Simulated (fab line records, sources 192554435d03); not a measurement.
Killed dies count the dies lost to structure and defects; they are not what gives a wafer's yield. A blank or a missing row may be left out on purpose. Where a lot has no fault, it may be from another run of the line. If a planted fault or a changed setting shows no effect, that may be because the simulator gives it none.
Matching of chambers / flow n5-finfet / 4 sister chambers for N5_MOL_CONTACT_COAG_ALD_133 on ald-sin-04
The step deposits SiO2, target thk 5 nm, pulse time 1 s, co reactant pulse time 1 s. 4 wafers are shown with their chamber, then 7 later ones without.

EACH WAFER AND ITS CHAMBER
wafer=L206.6; chamber=0; heater-power-w (W)=70
wafer=L208.1; chamber=3; heater-power-w (W)=85
wafer=L209.1; chamber=1; heater-power-w (W)=78
wafer=L209.5; chamber=2; heater-power-w (W)=78

WAFERS WITH NO CHAMBER GIVEN
wafer=L209.6; heater-power-w (W)=80
wafer=L212.2; heater-power-w (W)=80
wafer=L212.3; heater-power-w (W)=71
wafer=L212.5; heater-power-w (W)=78
wafer=L211.1; heater-power-w (W)=87
wafer=L211.4; heater-power-w (W)=80
wafer=L211.5; heater-power-w (W)=85

THE CHAMBER EACH PASSED THROUGH
wafer=L209.6; from the rows above=can't be placed: 1 or 2 or 3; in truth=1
wafer=L212.2; from the rows above=can't be placed: 1 or 2 or 3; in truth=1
wafer=L212.3; from the rows above=0; in truth=0
wafer=L212.5; from the rows above=can't be placed: 1 or 2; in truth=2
wafer=L211.1; from the rows above=3; in truth=3
wafer=L211.4; from the rows above=can't be placed: 1 or 2 or 3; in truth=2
wafer=L211.5; from the rows above=3; in truth=3
Correct placement for 3 of the 7. These rows do not allow placing 4 (true chamber among the candidates in 4). Wrongly placed: 0.
How it was worked out, from the rows above alone: a wafer's distance from a chamber is the root of the sum, over the readings, of the square of ((its reading less the chamber's mean) divided by the reading's scatter). The wafer belongs to the nearest chamber; if the next one is less than 2 further off, it can't be placed. For every chamber, the mean is computed from those of its wafers that are shown. The scatter (one wafer shown for each chamber): square how far every hidden wafer sits from the nearest shown wafer, average those squares and take the square root.
